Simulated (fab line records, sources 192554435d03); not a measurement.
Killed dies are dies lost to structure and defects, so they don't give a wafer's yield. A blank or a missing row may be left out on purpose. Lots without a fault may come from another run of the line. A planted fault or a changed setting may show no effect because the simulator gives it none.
fab line records | flow n5_finfet
record lots=14 wafers=42 last_day=18
route steps=1938 shown WELL_APT@41 FIN_SAQP@111
lots that met no fault: from a run of the same line without faults
start_h: hours from the record's first day to the start of the lot's first wafer shown | wait_h: hours since the lot's step before | " the same as in the row above | L1.1+2: a row that stands for several wafers | - no value, or no start given | * or withheld: withheld | < > ~ a bound
route shown NAME@n: a module of which the file shows steps, and the number in the route of the first | usual: mean/standard deviation of fault-free wafers | same: alike in all rows | chamber/n: place in a boat | sites: the reading at each site | _std_site: their standard deviation | _edge_site: outer sites' mean less inner sites' | radius_mm: how far each site lies from the wafer's centre | mask NAME#n: copy n | behind: the tool/chamber that last shaped the wafer | hold: why the lot was held/for how many hours/how that ended | device: the transistor (n, p or np) that didn't switch | end of line: the same wafers' tests at the end of the route | a step without rows: its recipe alone | killed: dies lost to structure and defects at the first sort, not the wafer's yield | map: a wafer's dies, x killed, . not, _ none there
set.NAME: the setting as run; set.NAME@STEP: as run at that earlier step | model.NAME: the simulator's own value behind a step, which no gauge read
steps of the route over a sample of lots; a table a step, a row a wafer
services: from which hour (start_h, from the record's first day; less than 0 if before it) a tool's chamber was out of use, for how many hours, and why
## steps
# step N5_WELL_APT_DEVELOP_24
# recipe develop_time_s=45 rinse_liquid=surfactant_rinse dry=air_spin dev_temp_c=21
# usual chill_plate_temp_C=23.01/0.1 develop_time_s=45/0 developer_temp_C=21.04/0.095
# columns lot.wafer tool chamber start_h wait_h chill_plate_temp_C develop_time_s developer_temp_C
L195.1 litho_track-05 0 15.08 - 23.00 45 21.05
L195.4 " 0 " " 23.03 45 21.10
L195.6 " 0 " " 22.85 45 21.22
L196.2 litho_track-05 0 20.58 - 22.98 45 20.99
L196.3 " 0 " " 22.89 45 21.14
L196.6 " 0 " " 22.94 45 21.16
L198.2 litho_track-05 - 32.82 - - - -
L198.4 " - " " - - -
L198.6 " - " " - - -
L199.2 litho_track-05 - 38.60 - - - -
L199.3 " - " " - - -
L199.5 " - " " - - -
L205.3 litho_track-05 0 75.00 - 23.12 45 20.90
L205.4 " 0 " " 23.05 45 20.98
L205.6 " 0 " " 23.05 45 21.06
L206.1 litho_track-05 0 80.86 - 23.03 45 20.87
L206.3 " 0 " " 23.18 45 21.09
L206.5 " 0 " " 22.91 45 20.94
L208.2 litho_track-05 0 92.61 - 22.81 45 21.11
L208.5 " 0 " " 22.97 45 21.06
L208.6 " 0 " " 23.22 45 21.18
L210.1 litho_track-05 0 104.87 - 23.01 45 21.09
L210.4 " 0 " " 23.03 45 21.08
L210.6 " 0 " " 23.04 45 20.93
L211.3 litho_track-04 0 110.57 - 23.06 45 21.21
L211.4 " 0 " " 22.98 45 21.08
L211.6 " 0 " " 22.89 45 21.17
L212.2 litho_track-04 0 116.97 - 22.91 45 21.17
L212.3 " 0 " " 22.81 45 21.08
L212.5 " 0 " " 22.84 45 21.19
L215.2 litho_track-03 0 135.11 - 22.90 45 21.00
L215.3 " 0 " " 23.10 45 20.95
L215.6 " 0 " " 22.90 45 21.08
L216.2 litho_track-03 0 141.13 - 23.04 45 20.91
L216.5 " 0 " " 23.06 45 21.05
L216.6 " 0 " " 23.02 45 20.90
L217.4 litho_track-05 0 146.61 - 22.85 45 20.92
L217.5 " 0 " " 22.99 45 20.92
L217.6 " 0 " " 23.06 45 21.06
L218.2 litho_track-05 0 153.06 - 23.07 45 21.09
L218.3 " 0 " " 23.01 45 21.09
L218.6 " 0 " " 23.10 45 20.84
# step N5_WELL_APT_CD_MEAS_25
# recipe target_cd_nm=200 landing_energy_ev=500 detector=se_inlens
# usual cd_nm=199.9/2.3
# columns lot.wafer tool chamber start_h wait_h cd_nm
L195.1 cd_sem-01 0 15.20 - 200.4
L195.4 " 0 " " 200.3
L195.6 " 0 " " 202.6
L196.2 cd_sem-02 0 20.69 - 199.0
L196.3 " 0 " " 196.3
L196.6 " 0 " " 200.7
L198.2 cd_sem-03 0 32.93 - -
L198.4 " 0 " " -
L198.6 " 0 " " -
L199.2 cd_sem-02 0 38.71 - -
L199.3 " 0 " " -
L199.5 " 0 " " -
L205.3 cd_sem-01 0 75.12 - 201.2
L205.4 " 0 " " 196.0
L205.6 " 0 " " 203.5
L206.1 cd_sem-03 0 80.97 - 198.9
L206.3 " 0 " " 201.0
L206.5 " 0 " " 200.9
L208.2 cd_sem-03 0 92.72 - 199.5
L208.5 " 0 " " 198.7
L208.6 " 0 " " 201.4
L210.1 cd_sem-01 0 104.98 - 199.0
L210.4 " 0 " " 193.9
L210.6 " 0 " " 201.0
L211.3 cd_sem-03 0 110.68 - 197.3
L211.4 " 0 " " 202.2
L211.6 " 0 " " 196.6
L212.2 cd_sem-03 0 117.08 - 196.5
L212.3 " 0 " " 197.3
L212.5 " 0 " " 200.0
L215.2 cd_sem-02 0 135.23 - 201.6
L215.3 " 0 " " 202.7
L215.6 " 0 " " 203.0
L216.2 cd_sem-02 0 141.24 - 204.3
L216.5 " 0 " " 202.1
L216.6 " 0 " " 202.0
L217.4 cd_sem-01 0 146.72 - 203.1
L217.5 " 0 " " 201.6
L217.6 " 0 " " 198.9
L218.2 cd_sem-03 0 153.18 - 199.3
L218.3 " 0 " " 198.5
L218.6 " 0 " " 201.4
# step N5_FIN_SAQP_CD_MEAS_16
# recipe target_cd_nm=35.6 landing_energy_ev=500 detector=se_inlens
# usual cd_nm=35.66/0.3
# columns lot.wafer tool chamber start_h wait_h cd_nm
L195.1 cd_sem-01 0 22.12 - 35.69
L195.4 " 0 " " 35.61
L195.6 " 0 " " 35.45
L196.2 cd_sem-03 0 27.45 - 36.24
L196.3 " 0 " " 35.71
L196.6 " 0 " " 36.50
L205.3 cd_sem-03 0 81.99 - 35.21
L205.4 " 0 " " 35.35
L205.6 " 0 " " 35.34
L206.1 cd_sem-03 0 87.98 - 35.48
L206.3 " 0 " " 36.14
L206.5 " 0 " " 36.02
L208.2 cd_sem-02 0 99.80 - 35.74
L208.5 " 0 " " 35.74
L208.6 " 0 " " 35.06
L210.1 cd_sem-03 0 112.13 - 35.67
L210.4 " 0 " " 35.39
L210.6 " 0 " " 35.77
L211.3 cd_sem-01 0 117.23 - 35.46
L211.4 " 0 " " 35.72
L211.6 " 0 " " 35.76
L212.2 cd_sem-01 0 124.08 - 35.95
L212.3 " 0 " " 35.97
L212.5 " 0 " " 35.77
L215.2 cd_sem-03 0 142.27 - 35.63
L215.3 " 0 " " 35.87
L215.6 " 0 " " 35.44
L216.2 cd_sem-01 0 148.05 - 35.20
L216.5 " 0 " " 35.54
L216.6 " 0 " " 35.96
L217.4 cd_sem-02 0 153.25 - 35.27
L217.5 " 0 " " 35.48
L217.6 " 0 " " 35.89
L218.2 cd_sem-03 0 159.93 - 35.69
L218.3 " 0 " " 35.50
L218.6 " 0 " " 35.61
# step N5_FIN_SAQP_HM_OPEN_73
# recipe chemistry=CHF3/O2 target=SiO2 stop_on=a-Si target_depth_a=120 over_etch_frac=1.8 mask_material=SOC time_s=16.8 pressure_mtorr=30 source_w=650 bias_w=170 Ar_flow_sccm=200 CHF3_flow_sccm=50 O2_flow_sccm=5 ion_energy_ev=200 ends=end_point
# usual bias_w=170.0/0.45 drypump_motor_current_A=6.0/0.44 oes_product_au=0.46/0.044 rf_vpp_V=520/11 showerhead_plenum_p_Torr=2.41/0.084 throttle_valve_pct=18.82/0.24
# columns lot.wafer tool chamber start_h wait_h bias_w drypump_motor_current_A oes_product_au rf_hours_counter_h rf_vpp_V showerhead_plenum_p_Torr throttle_valve_pct
L195.1 rie_diel-04 0 22.41 0.0 170.3 5.9 0.41 245 515 2.25 19.09
L195.4 " 1 " " 170.1 5.8 0.45 193 525 2.49 18.92
L195.6 " 1 " " 169.7 5.8 0.44 - 526 2.49 18.91
L196.2 rie_diel-04 0 27.74 0.0 170.0 5.9 0.41 247 514 2.25 19.10
L196.3 " 1 " " 170.3 5.8 0.44 195 526 2.49 18.90
L196.6 " 0 " " 169.7 5.9 0.43 - 515 2.25 19.11
L205.3 rie_diel-04 2 82.28 0.0 169.2 6.0 0.52 38 517 2.54 18.71
L205.4 " 0 " " 169.4 5.9 0.58 5 524 2.53 18.75
L205.6 " 0 " " 170.1 5.9 0.58 - 524 2.53 18.73
L206.1 rie_diel-02 2 88.27 0.0 169.8 5.9 0.43 206 526 2.42 18.98
L206.3 " 3 " " 169.6 6.8 0.42 202 542 2.39 19.30
L206.5 " 3 " " 169.5 6.8 0.42 - 542 2.39 19.31
L208.2 rie_diel-06 0 100.09 0.0 170.6 6.4 0.47 97 526 2.43 18.57
L208.5 " 0 " " 170.2 6.4 0.47 - 525 2.43 18.56
L208.6 " 1 " " 169.7 5.8 0.51 - 520 2.35 18.58
L210.1 rie_diel-04 1 112.43 0.0 169.7 5.9 0.42 228 528 2.48 18.97
L210.4 " 2 " " 170.5 6.0 0.52 49 517 2.54 18.72
L210.6 " 2 " " 169.7 6.0 0.51 - 516 2.54 18.72
L211.3 rie_diel-06 2 117.52 0.0 170.2 4.9 0.44 184 508 2.40 18.83
L211.4 " 1 " " 170.2 5.8 0.51 - 521 2.35 18.59
L211.6 " 2 " " 170.0 4.9 0.45 - 507 2.40 18.82
L212.2 rie_diel-02 1 124.92 0.0 169.4 6.3 0.50 54 501 2.47 18.88
L212.3 " 3 " " 170.0 6.8 0.42 214 542 2.39 19.33
L212.5 " 2 " " 169.9 5.9 0.43 - 525 2.41 18.98
L215.2 rie_diel-02 2 142.57 0.0 170.5 5.8 0.42 227 524 2.41 19.01
L215.3 " 3 " " 170.4 6.8 0.41 222 543 2.38 19.32
L215.6 " 0 " " 170.7 5.7 0.45 - 519 2.28 18.54
L216.2 rie_diel-04 2 148.40 0.0 169.8 6.0 0.50 62 518 2.53 18.73
L216.5 " 2 " " 170.1 6.0 0.50 - 517 2.53 18.75
L216.6 " 3 " " 170.4 5.8 0.41 - 508 2.29 18.64
L217.4 rie_diel-02 0 153.56 0.0 169.9 5.8 0.43 - 515 2.28 18.54
L217.5 " 2 " " 169.5 5.8 0.42 - 524 2.41 19.01
L217.6 " 3 " " 170.1 6.8 0.42 - 541 2.38 19.33
L218.2 rie_diel-06 0 160.38 0.0 169.6 6.4 0.46 122 524 2.42 18.58
L218.3 " 2 " " 169.7 4.9 0.44 203 509 2.40 18.83
L218.6 " 2 " " 169.6 4.9 0.44 - 508 2.40 18.85
# step N5_FIN_SAQP_MANDREL_ETCH_58
# recipe chemistry=HBr/Cl2 target=a-Si target_depth_a=450 bt_time_s=10 stop_on=SiNx mask_material=SiO2 over_etch_frac=0.8 time_s=27 pressure_mtorr=10 icp_w=800 bias_w=75 HBr_flow_sccm=150 Cl2_flow_sccm=80 ends=end_point
# usual bias_w=74.98/0.21 drypump_motor_current_A=5.8/0.49 oes_product_au=0.695/0.011 throttle_valve_pct=35.65/0.3
# columns lot.wafer tool chamber start_h wait_h bias_w drypump_motor_current_A oes_product_au rf_hours_counter_h throttle_valve_pct
L195.1 rie_si-01 1 24.84 0.0 75.02 5.4 0.704 175 36.09
L195.4 " 2 " " 74.88 5.5 0.713 116 35.52
L195.6 " 2 " " 74.85 5.5 0.704 - 35.55
L196.2 rie_si-01 1 29.85 0.0 75.12 5.4 0.684 175 36.11
L196.3 " 2 " " 74.91 5.5 0.703 116 35.52
L196.6 " 1 " " 74.49 5.4 0.699 - 36.08
L205.3 rie_si-01 2 84.29 0.0 74.97 5.5 0.693 117 35.55
L205.4 " 3 " " 75.07 5.5 0.695 197 35.83
L205.6 " 0 " " 75.23 6.6 0.706 - 35.69
L206.1 rie_si-01 1 91.17 0.0 75.10 5.4 0.700 176 36.11
L206.3 " 3 " " 75.18 5.5 0.694 197 35.81
L206.5 " 1 " " 75.37 5.5 0.690 - 36.09
L208.2 rie_si-01 2 102.56 0.0 75.07 5.5 0.701 117 35.55
L208.5 " 0 " " 74.99 6.6 0.714 - 35.68
L208.6 " 1 " " 75.09 5.5 0.690 - 36.09
L210.1 rie_si-02 2 114.53 0.0 75.20 5.7 0.692 179 35.21
L210.4 " 3 " " 75.13 6.5 0.710 3 35.49
L210.6 " 3 " " 74.93 6.5 0.707 - 35.49
L211.3 rie_si-01 2 120.03 0.0 74.57 5.5 0.693 117 35.57
L211.4 " 0 " " 74.95 6.7 0.706 - 35.70
L211.6 " 1 " " 75.15 5.4 0.699 - 36.07
L212.2 rie_si-03 0 127.08 0.0 74.94 5.9 0.685 121 35.99
L212.3 " 1 " " 75.04 5.0 0.700 104 36.03
L212.5 " 2 " " 74.99 5.5 0.679 - 35.34
L215.2 rie_si-02 2 145.16 0.0 75.09 5.6 0.694 179 35.20
L215.3 " 3 " " 75.05 6.5 0.703 4 35.51
L215.6 " 2 " " 75.13 5.6 0.715 - 35.19
L216.2 rie_si-02 0 150.82 0.0 74.93 5.9 0.682 34 35.74
L216.5 " 2 " " 75.10 5.7 0.699 - 35.19
L216.6 " 3 " " 75.07 6.5 0.695 - 35.53
L217.4 rie_si-01 1 156.11 0.0 75.14 5.4 0.696 177 36.08
L217.5 " 2 " " 75.13 5.5 0.707 - 35.52
L217.6 " 1 " " 74.30 5.5 0.698 - 36.08
L218.2 rie_si-03 1 163.21 0.0 74.77 5.0 0.693 105 36.05
L218.3 " 0 " " 74.91 5.9 0.687 121 36.00
L218.6 " 1 " " 74.78 5.1 0.688 - 36.07
## services
# columns tool chamber start_h hours kind
rie_si-02 0 18.98 2.7 repair
rie_diel-02 2 21.76 3.5 repair
rie_diel-06 - 25.96 1.4 repair
rie_diel-04 0 36.37 - clean
rie_diel-04 0 36.37 - consumable_replace:focus_ring
rie_diel-04 0 36.37 - consumable_replace:showerhead
rie_diel-04 0 36.37 30.8 scheduled_down
rie_diel-02 2 45.24 3.8 repair
rie_diel-06 0 56.88 6.4 repair
rie_diel-04 - 59.92 0.3 repair
rie_si-02 - 65.70 2.8 pm
rie_diel-06 3 67.20 121.0 repair
rie_diel-02 3 68.22 5.0 repair
rie_si-03 1 94.00 6.1 repair
rie_diel-02 2 98.16 2.6 repair
rie_si-03 2 107.29 3.7 repair
rie_diel-02 3 114.24 1.8 repair
rie_si-01 3 117.00 - clean
rie_si-01 3 117.00 20.4 scheduled_down
rie_si-01 3 117.00 20.4 vent_cycle
rie_diel-04 - 137.64 1.0 repair
rie_si-02 1 141.54 4.6 repair
litho_track-05 - 142.53 - consumable_replace:filter
rie_diel-02 - 158.13 14.6 pm
## key
first_sign step=N5_WELL_APT_DEVELOP_24 reading=tool_record direction=missing
effect step=N5_WELL_APT_CD_MEAS_25 reading=cd_nm direction=missing
met_at N5_WELL_APT_DEVELOP_24
struck_lots L198,L199
rows_end L198.2,L198.4,L198.6
later_rows_left_out L199.2,L199.3,L199.5
sort_left_out L199.2,L199.3,L199.5
tester_left_out L199
not_acting_at N5_FIN_SAQP_CD_MEAS_16,N5_FIN_SAQP_HM_OPEN_73,N5_FIN_SAQP_MANDREL_ETCH_58
onset_between 20.58 32.82
fault kind=skipped_step_whole tool=litho_track-05 chamber=- onset_h=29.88 steps=N5_WELL_APT_DEVELOP_24 scope=struck_lots_only
# tester_left_out: of these lots the tester's yield and bins aren't shown, on N5 and GAA mostly nor the transistor test; their killed dies are dies lost to structure and defects alone, not to doping, threshold or leakage, so they don't give the yield
# sort_left_out: the simulated sort isn't trusted on such a fault, so these wafers' sort isn't shown, and their yield isn't known
# later_rows_left_out: the simulator's readings of these wafers behind a module that went badly wrong aren't trusted and aren't shown, but for the sort
# rows_end: these wafers met a further fault down the route, and their rows from its step on are left out
